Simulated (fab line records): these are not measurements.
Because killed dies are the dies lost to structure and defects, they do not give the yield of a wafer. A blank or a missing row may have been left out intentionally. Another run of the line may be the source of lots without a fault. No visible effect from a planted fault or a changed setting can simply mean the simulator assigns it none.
fab line records	flow nandHarc
record lots=7	wafers=21	lastDay=26
route steps=1159 shown A_ZERO_WELL@392 A_SOURCE_PLATE@413 A_ONON_D1@424 END@1159
lots that met no fault: from a run of the same line without faults
startH: start of the lot's first displayed wafer, in hours after the record's first day	waitH: hours elapsed since this lot's preceding step	" unchanged from the row above	L1.1+2: several wafers, shown together as one row	- either no value or no given start	* or withheld: withheld	< > ~ a bound
route shown NAME@n: names a module that has steps shown in the file, with the first one's number in the route	usual: average and standard deviation across the fault-free wafers	same: alike in all rows	chamber/n: place in a boat	sites: per-site readings	_std_site: the values' standard deviation	_edge_site: the outer-site mean with the inner-site mean subtracted	radiusMm: how far each site lies from the wafer's centre	mask NAME#n: copy n	behind: the most recent tool/chamber to have shaped the wafer	hold: why the lot was held/for how many hours/how that ended	device: names the non-switching transistor (n, p or np)	end of line: the same wafers' tests at the end of the route	a step given without rows: its recipe and nothing more	killed: dies that structure and defects cost at the first sort, which is not the same as the wafer's yield	map: shows each die of a wafer: x if killed, . if not, _ if none is there
set.NAME: the setting as run; set.NAME@STEP: as run at that earlier step	model.NAME: the simulator's own value behind a step, which no gauge read
certain route steps with their lots: each step a table, each wafer a row
services: when a tool's chamber went out of use (startH, in hours from the record's first day, below 0 if earlier), for how many hours, and the reason
## steps
# step NHARC_A_ZERO_WELL_DEHYDRATE_02
# recipe tempC=150	timeS=120
# step NHARC_A_ZERO_WELL_HMDS_03
# recipe timeS=30
# step NHARC_A_ZERO_WELL_COAT_18
# recipe tempC=200	timeS=65
# step NHARC_A_ZERO_WELL_COAT_04
# recipe spinRpm=2000	resistThkNm=600
# step NHARC_A_ZERO_WELL_SOFTBAKE_05
# recipe tempC=125	timeS=70
# step NHARC_A_ZERO_WELL_EBR_06
# step NHARC_A_ZERO_WELL_EXPOSE_07
# recipe na=0.55	doseMj=33.85	maskId=A_ZERO
# step NHARC_A_ZERO_WELL_PEB_08
# recipe pebTempC=128	pebTimeS=80
# step NHARC_A_ZERO_WELL_DEVELOP_09
# recipe timeS=50	devTempC=22
# step NHARC_A_ZERO_WELL_CD_MEAS_10
# recipe targetCdNm=2000	landingEnergyEv=500
# usual cdNm=1999.6/2.2
# same landingEnergyEv=500
lot.wafer	tool	chamber	startH	waitH	cdNm
L136.1	cdSem-03	0	158.89	-	2003.2
L136.2	"	0	"	"	1999.2
L136.4	"	0	"	"	1998.6
L143.2	cdSem-02	0	196.23	-	1997.9
L143.4	"	0	"	"	1997.1
L143.5	"	0	"	"	2001.2
L147.3	cdSem-01	0	224.09	-	1997.4
L147.4	"	0	"	"	1999.9
L147.5	"	0	"	"	1996.5
L148.3	cdSem-02	0	224.53	-	2000.1
L148.4	"	0	"	"	1995.4
L148.6	"	0	"	"	2003.1
L149.2	cdSem-03	0	233.38	-	1996.1
L149.4	"	0	"	"	1996.8
L149.5	"	0	"	"	2002.3
L151.1	cdSem-02	0	256.91	-	2001.4
L151.4	"	0	"	"	1999.4
L151.6	"	0	"	"	1999.7
L155.1	cdSem-01	0	264.31	-	1999.3
L155.2	"	0	"	"	1997.2
L155.4	"	0	"	"	2003.8
# step NHARC_A_ZERO_WELL_HARDBAKE_11
# recipe tempC=118	timeS=65
# step NHARC_A_ZERO_WELL_DESCUM_12
# recipe timeS=3	o2FlowSccm=200	arFlowSccm=0	biasPowerW=0	chemistry=O2
# usual drypumpMotorCurrentA=5.7/0.34	oesProductAu=0.996/0.012	rfVppV=57.8/0.83	showerheadPlenumPTorr=1.89/0.092	throttleValvePct=11.311/0.0091
lot.wafer	tool	chamber	startH	waitH	drypumpMotorCurrentA	oesProductAu	rfHoursCounterH	rfVppV	showerheadPlenumPTorr	throttleValvePct
L136.2	rieDiel-08	2	159.05	-	6.0	0.981	1	58.6	1.90	11.333
L136.1	"	3	"	"	5.4	0.985	1	57.4	1.79	11.312
L136.4	"	0	"	"	5.8	1.004	1	56.9	1.84	11.325
L143.2	rieDiel-08	2	196.38	-	6.0	0.990	4	56.5	1.90	11.308
L143.4	"	3	"	"	5.4	0.993	-	57.5	1.79	11.305
L143.5	"	2	"	"	6.1	0.987	-	57.4	1.90	11.305
L147.3	rieDiel-08	3	224.25	-	5.4	0.973	6	55.8	1.79	11.311
L147.5	"	0	"	"	5.9	0.999	-	56.8	1.84	11.296
L147.4	"	2	"	"	6.1	0.993	-	57.7	1.90	11.314
L148.3	rieDiel-08	3	224.68	-	5.4	0.984	6	57.9	1.79	11.307
L148.6	"	3	"	"	5.4	0.984	-	56.4	1.79	11.304
L148.4	"	2	"	"	6.0	1.007	-	58.3	1.90	11.301
L149.4	rieDiel-08	1	233.55	-	5.8	0.988	5	57.5	2.05	11.320
L149.2	"	2	"	"	6.0	0.982	7	58.4	1.90	11.309
L149.5	"	3	"	"	5.4	0.995	-	56.5	1.79	11.332
L151.4	rieDiel-01	1	257.09	-	5.2	1.007	13	57.4	1.83	11.313
L151.1	"	2	"	"	5.7	0.987	10	56.8	2.05	11.313
L151.6	"	3	"	"	5.8	0.996	-	57.2	1.85	11.311
L155.4	rieDiel-01	3	264.48	-	5.8	0.983	11	56.4	1.85	11.320
L155.2	"	0	"	"	4.9	0.995	10	57.8	1.92	11.309
L155.1	"	1	"	"	5.2	1.007	13	58.5	1.83	11.300
# step NHARC_A_ZERO_WELL_ETCH_19
# recipe targetDepthA=800	overetchA=240	timeS=87.88	ionEnergyEv=200	n2FlowSccm=150	h2FlowSccm=150	arFlowSccm=0	rfW=400	biasW=150	chemistry=N2/H2
# usual drypumpMotorCurrentA=5.7/0.35	oesProductAu=1.000/0.012	rfVppV=429.9/2.9	showerheadPlenumPTorr=2.02/0.1	throttleValvePct=14.172/0.0092
lot.wafer	tool	chamber	startH	waitH	drypumpMotorCurrentA	oesProductAu	rfHoursCounterH	rfVppV	showerheadPlenumPTorr	throttleValvePct
L136.1	rieDiel-08	1	159.14	0.1	5.8	1.000	1	435.3	2.19	14.178
L136.2	"	2	"	"	6.1	0.998	1	429.3	2.03	14.146
L136.4	"	3	"	"	5.4	1.006	1	427.8	1.90	14.167
L143.2	rieDiel-08	3	196.53	0.1	5.4	0.987	4	427.6	1.90	14.176
L143.4	"	2	"	"	6.0	0.993	-	429.8	2.03	14.172
L143.5	"	3	"	"	5.4	0.968	-	426.9	1.90	14.177
L147.3	rieDiel-08	2	224.35	0.1	6.1	1.003	6	430.6	2.03	14.187
L147.5	"	2	"	"	6.0	1.005	-	429.4	2.03	14.179
L147.4	"	0	"	"	5.8	1.018	-	429.5	1.96	14.184
L148.3	rieDiel-08	0	224.79	0.1	5.9	1.018	3	429.8	1.96	14.167
L148.6	"	0	"	"	5.8	1.018	-	428.9	1.96	14.188
L148.4	"	2	"	"	6.1	1.004	-	429.3	2.03	14.193
L149.4	rieDiel-08	0	233.62	0.1	5.9	1.018	4	428.6	1.96	14.169
L149.2	"	3	"	"	5.4	0.986	7	425.4	1.90	14.164
L149.5	"	1	"	"	5.8	0.980	-	433.6	2.19	14.180
L151.1	rieDiel-01	3	257.15	0.1	5.8	1.005	10	428.7	1.97	14.155
L151.4	"	0	"	"	4.9	0.998	10	431.1	2.05	14.168
L151.6	"	3	"	"	5.8	0.995	-	428.0	1.97	14.184
L155.1	rieDiel-01	3	264.56	0.1	5.8	1.007	11	428.2	1.97	14.169
L155.2	"	0	"	"	4.9	0.988	10	430.0	2.05	14.159
L155.4	"	1	"	"	5.2	1.000	13	428.1	1.95	14.167
# step NHARC_A_ZERO_WELL_ETCH_13
# recipe targetDepthA=1200	timeS=40.1	hbrFlowSccm=150	cl2FlowSccm=50	rfW=400	icpW=400	biasW=100	chemistry=HBr/Cl2
# usual drypumpMotorCurrentA=5.6/0.44	oesProductAu=0.992/0.012	throttleValvePct=26.405/0.0092
lot.wafer	tool	chamber	startH	waitH	drypumpMotorCurrentA	oesProductAu	rfHoursCounterH	throttleValvePct
L136.1	rieSi-02	2	159.25	-	5.0	1.002	0.8	26.410
L136.4	"	3	"	"	5.6	1.005	0.9	26.400
L136.2	"	0	"	"	5.9	1.001	0.9	26.399
L143.4	rieSi-05	3	196.69	-	5.3	0.992	0.9	26.417
L143.2	"	0	"	"	5.1	1.000	1.1	26.410
L143.5	"	2	"	"	5.7	0.996	-	26.424
L147.4	rieSi-05	1	224.51	-	4.9	0.998	1.4	26.414
L147.3	"	2	"	"	5.7	0.993	1.2	26.395
L147.5	"	3	"	"	5.3	0.979	-	26.399
L148.3	rieSi-03	1	224.92	-	5.6	0.964	0.4	26.412
L148.4	"	2	"	"	5.9	0.993	0.4	26.399
L148.6	"	2	"	"	5.9	0.988	-	26.406
L149.4	rieSi-02	1	233.74	-	6.1	0.998	0.1	26.409
L149.2	"	0	"	"	5.9	1.012	0.1	26.407
L149.5	"	2	"	"	5.0	0.997	-	26.404
L151.1	rieSi-02	2	257.32	-	5.0	0.989	0.3	26.408
L151.4	"	1	"	"	6.1	0.980	-	26.393
L151.6	"	2	"	"	5.0	0.990	-	26.392
L155.4	rieSi-05	2	264.69	-	5.7	1.005	0.1	26.413
L155.2	"	3	"	"	5.3	1.006	0.1	26.421
L155.1	"	0	"	"	5.1	1.003	0.1	26.408
# step NHARC_A_ZERO_WELL_STRIP_14
# recipe timeS=900	tempC=130	chemistry=SPM
# step NHARC_A_ZERO_WELL_IMPLANT_15
# recipe energyKev=150	doseCm2=1e+13	tiltDeg=7
# step NHARC_A_ZERO_WELL_PRECLEAN_22
# recipe timeS=60	tempC=50	bathAgeMin=0	chemistry=SC1
# step NHARC_A_ZERO_WELL_SRD_23
# step NHARC_A_ZERO_WELL_RTA_16
# recipe tempC=1000	timeS=10
# usual lampPowerPct=29/3	lamp_zone_2_pct=29/3	wafer_temp_C_max=1004.2/1.5
lot.wafer	tool	chamber	startH	waitH	lampPowerPct	lamp_zone_2_pct	wafer_temp_C_max
L136.1	rtpAnneal-02	0	160.16	-	26	26	1002.4
L136.2	"	0	"	"	26	26	1004.6
L136.4	"	0	"	"	26	26	1003.9
L143.2	rtpAnneal-01	0	197.65	0.1	32	32	1004.1
L143.4	"	0	"	"	32	32	1004.9
L143.5	"	0	"	"	32	32	1005.5
L147.3	rtpAnneal-01	0	225.44	-	32	32	1005.6
L147.4	"	0	"	"	32	32	1005.6
L147.5	"	0	"	"	32	32	1004.2
L148.3	rtpAnneal-02	0	225.88	-	26	26	1001.6
L148.4	"	0	"	"	26	26	1002.9
L148.6	"	0	"	"	26	26	1002.2
L149.2	rtpAnneal-01	0	234.67	-	32	32	1004.7
L149.4	"	0	"	"	32	32	1004.6
L149.5	"	0	"	"	32	32	1006.0
L151.1	rtpAnneal-02	0	258.23	-	26	26	1002.9
L151.4	"	0	"	"	26	26	1002.9
L151.6	"	0	"	"	26	26	1003.1
L155.1	rtpAnneal-01	0	265.58	-	32	32	1005.0
L155.2	"	0	"	"	32	32	1004.2
L155.4	"	0	"	"	32	32	1006.8
# step NHARC_A_ZERO_WELL_INSPECT_17
# usual rawDefectCount=13/6.4
lot.wafer	tool	chamber	startH	waitH	rawDefectCount
L136.1	defectInspect-02	-	160.36	0.2	6
L136.2	"	-	"	"	15
L136.4	"	-	"	"	16
L143.2	defectInspect-01	-	197.82	0.1	12
L143.4	"	-	"	"	14
L143.5	"	-	"	"	16
L147.3	defectInspect-01	-	225.61	0.1	17
L147.4	"	-	"	"	471
L147.5	"	-	"	"	18
L148.3	defectInspect-01	-	226.02	0.1	467
L148.4	"	-	"	"	7
L148.6	"	-	"	"	443
L149.2	defectInspect-02	-	234.85	0.1	2
L149.4	"	-	"	"	472
L149.5	"	-	"	"	14
L151.1	defectInspect-02	-	258.43	0.2	12
L151.4	"	-	"	"	12
L151.6	"	-	"	"	5
L155.1	defectInspect-02	-	265.77	0.2	10
L155.2	"	-	"	"	9
L155.4	"	-	"	"	8
# step NHARC_A_SOURCE_PLATE_PRECLEAN_00
# recipe timeS=60	chemistry=HF-LAST
# step NHARC_A_SOURCE_PLATE_SRD_01
# step NHARC_A_SOURCE_PLATE_OXIDE_02
# recipe targetThkA=100	tempC=900	oxTimeS=1362	material=SiO2
# step NHARC_A_SOURCE_PLATE_THK_MEAS_09
# recipe thkMeasGauge=ellipsometry
# usual thkNm=9.7/1
lot.wafer	tool	chamber	startH	waitH	thkNm
L136.1	filmMetro-01	-	167.75	0.4	11.3
L136.2	"	-	"	"	9.7
L136.4	"	-	"	"	8.3
L143.2	filmMetro-02	-	204.97	0.4	11.5
L143.4	"	-	"	"	9.8
L143.5	"	-	"	"	10.7
L147.3	filmMetro-01	-	233.25	0.4	9.0
L147.4	"	-	"	"	11.1
L147.5	"	-	"	"	7.1
L148.3	filmMetro-02	-	233.25	0.4	11.1
L148.4	"	-	"	"	8.3
L148.6	"	-	"	"	9.1
L149.2	filmMetro-02	-	242.32	0.4	9.9
L149.4	"	-	"	"	10.9
L149.5	"	-	"	"	7.9
L151.1	filmMetro-01	-	266.80	0.4	11.3
L151.4	"	-	"	"	11.1
L151.6	"	-	"	"	9.5
L155.1	filmMetro-01	-	272.93	0.4	10.6
L155.2	"	-	"	"	9.7
L155.4	"	-	"	"	10.2
# step NHARC_A_SOURCE_PLATE_PVD_04
# recipe targetThkA=500	material=WSi2
# step NHARC_A_SOURCE_PLATE_CVD_03
# recipe targetThkA=2000	tempC=620	pressureMtorr=200	timeS=4000	material=poly-Si
# step NHARC_A_SOURCE_PLATE_ANNEAL_05
# recipe tempC=850	timeS=1800
# step NHARC_A_SOURCE_PLATE_THK_MEAS_06
# recipe thkMeasGauge=ellipsometry
# usual thkNm=200.4/2
lot.wafer	tool	chamber	startH	waitH	thkNm
L136.1	filmMetro-01	-	180.60	0.4	202.3
L136.2	"	-	"	"	201.8
L136.4	"	-	"	"	203.1
L143.2	filmMetro-01	-	218.58	0.4	197.9
L143.4	"	-	"	"	199.1
L143.5	"	-	"	"	199.2
L147.3	filmMetro-02	-	246.83	0.4	201.1
L147.4	"	-	"	"	199.3
L147.5	"	-	"	"	201.6
L148.3	filmMetro-01	-	246.83	0.4	198.7
L148.4	"	-	"	"	198.1
L148.6	"	-	"	"	199.8
L149.2	filmMetro-02	-	255.60	0.4	200.5
L149.4	"	-	"	"	198.5
L149.5	"	-	"	"	201.8
L151.1	filmMetro-01	-	279.98	0.4	201.4
L151.4	"	-	"	"	203.0
L151.6	"	-	"	"	201.1
L155.1	filmMetro-02	-	286.30	0.4	202.2
L155.2	"	-	"	"	202.4
L155.4	"	-	"	"	203.2
# step NHARC_A_SOURCE_PLATE_INSPECT_08
# usual rawDefectCount=70/27
lot.wafer	tool	chamber	startH	waitH	rawDefectCount
L136.1	defectInspect-02	-	180.69	0.0	27
L136.2	"	-	"	"	40
L136.4	"	-	"	"	37
L143.2	defectInspect-02	-	218.66	0.0	74
L143.4	"	-	"	"	74
L143.5	"	-	"	"	85
L147.3	defectInspect-02	-	246.91	0.0	130
L147.4	"	-	"	"	628
L147.5	"	-	"	"	128
L148.3	defectInspect-01	-	246.92	0.0	522
L148.4	"	-	"	"	77
L148.6	"	-	"	"	500
L149.2	defectInspect-02	-	255.70	0.0	60
L149.4	"	-	"	"	557
L149.5	"	-	"	"	70
L151.1	defectInspect-01	-	280.04	0.0	113
L151.4	"	-	"	"	49
L151.6	"	-	"	"	51
L155.1	defectInspect-02	-	286.38	0.1	82
L155.2	"	-	"	"	105
L155.4	"	-	"	"	61
# step NHARC_A_ONON_D1_DEP_00
# recipe targetThkA=10000	n2FlowSccm=2750	n2oFlowSccm=2000	nh3FlowSccm=500	sih4FlowSccm=210	tempC=400
# step NHARC_END_SORT_01
# recipe tempC=25
# usual killedAtArray=27/12	killedAtOther=0.9/1.1	killedAtPeriphery=3.2/2.4	killedDies=31/12	killedOpen=3.3/1.7	killedShort=2.0/1.6
# same grossDies=677
lot.wafer	tool	chamber	startH	waitH	killedAtArray	killedAtOther	killedAtPeriphery	killedDies	killedOpen	killedShort
L147.4	prober-01	0	589.30	3.4	76	1	0	77	2	1
L148.3	prober-02	0	596.30	3.1	80	2	0	82	1	0
L148.6	prober-02	0	598.70	4.0	98	0	0	98	3	6
L149.4	prober-02	0	604.87	3.4	81	0	3	84	3	2
# killed by level:class
L147.4 A_ZERO_WELL:unspecified=61 A_SLIT:chamberFilmFlake=6 A_CHANNEL_HOLE_D1:chamberFilmFlake=2 A_ONON_D1:geometricParticle:open=1 A_CHANNEL_FILL_D1:geometricParticle:short=1 A_M0:geometricParticle:open=1 A_STAIRCASE:chamberFilmFlake=1 A_CONTACT:chamberFilmFlake=1
L148.3 A_ZERO_WELL:unspecified=55 A_CHANNEL_HOLE_D1:chamberFilmFlake=21 A_CONTACT:chamberFilmFlake=3 A_CHANNEL_HOLE_D1:geometricParticle:open=1 HYBRID_BOND:chamberFilmFlake=1 THIN_TSV:chamberFilmFlake=1
L148.6 A_ZERO_WELL:unspecified=66 A_CHANNEL_HOLE_D1:chamberFilmFlake=18 A_STAIRCASE:chamberFilmFlake=4 A_ONON_D1:geometricParticle:short=2 A_STAIRCASE:geometricParticle:short=1 A_SGD_CUT:geometricParticle:short=1 A_SGD_CUT:geometricParticle:open=1 A_WL_FILL:geometricParticle:short=1
L149.4 A_ZERO_WELL:unspecified=60 A_SLIT:chamberFilmFlake=11 A_ZERO_WELL:chamberFilmFlake=2 A_CONTACT:chamberFilmFlake=2 P_GATE:geometricParticle:open=1 P_M1:geometricParticle:open=1 A_ONON_D1:geometricParticle:short=1 A_CHANNEL_FILL_D1:geometricParticle:short=1
# map L147.4 (x killed, . not)
____________.____________
_________......._________
_______..........._______
______.............______
_____..............._____
____.................____
____.....x...........____
___...................___
___...................___
__.....................__
__.....................__
_......................._
_......................._
_......................._
_......................._
_.............x........._
.........................
.........................
.........................
.........................
.........x...............
_.......x..............._
_...x.x................._
_..x...........x........_
_......x.x.x............_
_.....xxx.x............._
__.x.xxxxxx............__
__.x.xxxxxxx...........__
___.xxxxxxx...........___
___.xxxxxxxx..........___
____xxxxxxx..........____
____xxxxxxxxx........____
_____xxxxxx........._____
______xxxx.x.......______
_______xxxx......._______
_________.x....._________
____________.____________
# map L148.6 (x killed, . not)
____________.____________
_________x.....x_________
_______..x..x....._______
______..x.xx.......______
_____.....xx.....x.._____
____....xx.xx........____
____......xx.......x.____
___......x.x..........___
___........x..........___
__.....................__
__.....................__
_..............x........_
_......................._
_x......................_
_......................._
_...............x......._
.............x...........
.........................
......x..................
..................xx.....
.................x.......
_......................._
_......................._
_........x.............._
_.......xx.............._
_....xx.x..............._
__....xxxx.............__
__.xxxxxxx.x...........__
___xxxxxxxxxx.........___
___xxxxxxxxx....x.....___
____xxxxxxxx.........____
____xxxxxxx..........____
_____xxxxx.x........_____
______xxxxxx.......______
_______xxxx......._______
_________x......_________
____________.____________
## services
tool	chamber	startH	hours	kind
rieDiel-01	-	137.80	9.0	pm
rtpAnneal-02	-	142.14	0.7	repair
rieSi-03	-	155.00	9.0	pm
rieDiel-08	0	158.30	-	clean
rieDiel-08	1	158.30	-	clean
rieDiel-08	2	158.30	-	clean
rieDiel-08	3	158.30	-	clean
rieDiel-08	0	170.37	33.7	repair
rieDiel-01	-	172.81	9.5	repair
rieDiel-08	1	180.27	17.2	repair
rieSi-05	2	181.31	3.4	repair
rieDiel-08	2	182.80	-	clean
rieDiel-08	3	182.80	-	clean
rieSi-02	-	191.70	0.3	repair
rieSi-03	0	203.85	7.1	repair
rieDiel-08	0	207.30	-	clean
rieDiel-08	1	207.30	-	clean
rieSi-02	-	211.00	9.0	pm
rieDiel-08	1	219.20	8.3	repair
rieSi-05	-	239.00	9.0	pm
rieDiel-01	3	245.78	4.6	repair
rieDiel-01	2	246.94	5.6	repair
rieSi-02	0	253.96	4.7	repair
rieDiel-08	1	261.65	8.0	repair
## key
firstSign step=NHARC_A_ZERO_WELL_INSPECT_17	reading=rawDefectCount	direction=up	sigmas=71	usual=13	struck=463
effect step=NHARC_A_SOURCE_PLATE_INSPECT_08	reading=rawDefectCount	direction=up	sigmas=18	usual=70	struck=552
effect step=NHARC_END_SORT_01	reading=killedAtArray	direction=up	sigmas=4.9	usual=27	struck=84
moreKillsBornAt NHARC_A_ZERO_WELL_ETCH_19@rieDiel-08=242
metAt NHARC_A_ZERO_WELL_ETCH_19
struckWafers L147.4,L148.3,L148.6,L149.4
testerLeftOut L147,L148,L149
fault kind=chamberParticleSource	tool=rieDiel-08	chamber=0	onsetH=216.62	steps=NHARC_A_ZERO_WELL_ETCH_19	ratePerVisitCm2=0.68483	endH=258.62
# testerLeftOut: of these lots the tester's yield and bins aren't shown, on N5 and GAA mostly nor the transistor test; their killed dies are dies lost to structure and defects alone, not to doping, threshold or leakage, so they don't give the yield
